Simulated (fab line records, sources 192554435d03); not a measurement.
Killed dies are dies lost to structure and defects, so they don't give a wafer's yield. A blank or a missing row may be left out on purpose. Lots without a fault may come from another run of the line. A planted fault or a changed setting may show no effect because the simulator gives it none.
A struck lot beside a sound one | flow n5_finfet | 18 steps out of a route of 1938
Sound: wafers L485.3, L485.4, L485.5. Struck: wafers L488.1, L488.3. The cause comes at the end.
At each step with rows: each side's tool, then ch and its chambers, then its first start. Under that, the readings that differ: sound wafers | struck wafers | difference of the means | sigmas: that difference in standard deviations of wafers without a fault.
alike: readings whose means differ by less than 2 such deviations, and words and numbers that are the same on both sides. not compared: withheld readings, readings that some wafer has no value for, bounds like >300 that may hide the same value, and numbers for which the record gives no deviation and whose values overlap.
The two part at a step that has a row with sigmas, a row that says differs or no value, or rows on one side only. Numbers that don't overlap but have no deviation are shown without sigmas and don't part them. A reading that every wafer of one side lacks parts them only if that side has two wafers or more.

N5_BEOL_M3_INSPECT_30: inspects for defects (brightfield).
  sound on defect_inspect-01, day 11 18:17; struck on defect_inspect-01, day 12 23:59
  alike: raw_defect_count
then, 2 steps without rows for these wafers: N5_BEOL_M3_DESCUM_33 (chemistry O2, time 7 s); N5_BEOL_M3_ETCH_77 (etches underlayer in N2/H2, target depth 6.5 nm, time 5.2 s).
N5_BEOL_M3_ETCH_69: etches SiARC in CF4, target depth 15.6 nm, time 26 s.
  sound on rie_diel-03 ch 0,3, day 11 18:22; struck on rie_diel-06 ch 0,2, day 13 00:19
  alike: drypump_motor_current_A, etch_rf_on_time_s, oes_product_au, rf_vpp_V, showerhead_plenum_p_Torr, throttle_valve_pct
  not compared: rf_hours_counter_h
N5_BEOL_M3_ALD_98: deposits SiO2, target thk 2.5 nm, pulse time 1 s, co reactant pulse time 1 s.
  sound on ald_sin-02 ch 0,2, day 11 18:28; struck on ald_sin-04 ch 1,3, day 13 00:24
  alike: chamber_pressure_Torr, heater_power_w, precursor_pulse_height_rel
N5_BEOL_M3_ETCHBACK_99: etches SiO2 in CHF3, target depth 5 nm, time 10.4 s.
  sound on rie_diel-01 ch 0,2, day 13 03:23; struck on rie_diel-01 ch 0,1, day 14 06:14
  alike: CHF3_flow_sccm, drypump_motor_current_A, oes_product_au, rf_vpp_V, showerhead_plenum_p_Torr, throttle_valve_pct
  not compared: rf_hours_counter_h
then, 6 steps without rows for these wafers: N5_BEOL_M3_ETCH_70 (etches SOC in N2/H2, target depth 80 nm, overetch 16 nm, time 120 s); N5_BEOL_M3_STRIP_71 (strips in N2/H2); N5_BEOL_M3_STRIP_78 (strips in N2/H2); N5_BEOL_M3_VIA_ETCH_34 (etches the open film in C4F6/O2, target depth 69.4 nm, time 65.9 s); N5_BEOL_M3_STRIP_83 (strips in C4F6/O2); N5_BEOL_M3_STRIP_36 (strips in N2/H2).
N5_BEOL_M3_TRENCH_ETCH_37: etches SiOC in C4F6/O2, target depth 55.555 nm, time 29.2 s.
  sound on rie_diel-01 ch 0,2, day 13 03:37; struck on rie_diel-01 ch 0,1, day 14 06:28
  reading                                    | sound             | struck      | difference | sigmas
  run_length_s (s)                           | 52.9 52.9 52.4    | 61.4 61.4   | +8.7       | +23
  model.etch.depth_nm (nm)                   | 55.15 55.09 55.94 | 73.76 72.79 | +17.88     |
  model.BEOL_M3.feature_depth_nm (nm)        | 55.2 55 56        | 73.8 72.8   | +17.9      |
  model.TiN_of_BEOL_M3_HM_DEP_02.thk_nm (nm) | 17.6 17.8 17.6    | 16.6 16.6   | -1.1       |
  alike: drypump_motor_current_A, oes_product_au, rf_vpp_V, showerhead_plenum_p_Torr, throttle_valve_pct
  not compared: rf_hours_counter_h
N5_BEOL_M3_ETCH_41: etches SiCN in CH3F/O2, target depth 29.9 nm, time 52.5 s.
  sound on rie_diel-01 ch 0,2; struck on rie_diel-01 ch 0,1
  alike: drypump_motor_current_A, oes_product_au, rf_vpp_V, run_length_s, showerhead_plenum_p_Torr, throttle_valve_pct
  not compared: rf_hours_counter_h
N5_BEOL_M3_STRIP_97: strips in N2/H2, time 10 s.
  sound on rie_diel-01 ch 0,2; struck on rie_diel-01 ch 0,1
  alike: drypump_motor_current_A, oes_product_au, rf_vpp_V, showerhead_plenum_p_Torr, throttle_valve_pct
  not compared: rf_hours_counter_h
N5_BEOL_M3_OCD_MEAS_38:
  sound on ocd-01, day 13 03:46; struck on ocd-02, day 14 06:37
  reading              | sound          | struck    | difference | sigmas
  trench_depth_nm (nm) | 55.7 55.1 56.2 | 73.7 72.8 | +17.6      | +21
then, 1 step without rows for these wafers: N5_BEOL_M3_HM_STRIP_39 (strips TiN in peroxide tin strip, target depth 25 nm, time 158 s).
N5_BEOL_M4_RC_MEAS_101:
  sound on prober-01 ch 0, day 14 12:25; struck on prober-02 ch 0, day 15 18:53
  reading       | sound                | struck        | difference | sigmas
  DIBL_P (mV/V) | 36.3 38.0 37.4       | 34.7 33.6     | -3.1       | -2
  ION_P (uA/um) | 454 453 454          | 468 465       | +13        | +2
  VT_P (mV)     | -253.3 -252.1 -252.3 | -244.9 -245.8 | +7.2       | +3
  alike: DIBL_N, IOFF_N, IOFF_P, ION_N, SS_N, SS_P, VT_N

WHERE THEY PART
First at N5_BEOL_M3_TRENCH_ETCH_37; last, within this record, at N5_BEOL_M4_RC_MEAS_101.

WHY: what the simulator had put in
Process parameter drift: rie_diel-01, from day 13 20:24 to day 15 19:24, at N5_BEOL_M3_TRENCH_ETCH_37. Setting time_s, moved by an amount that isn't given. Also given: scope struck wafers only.
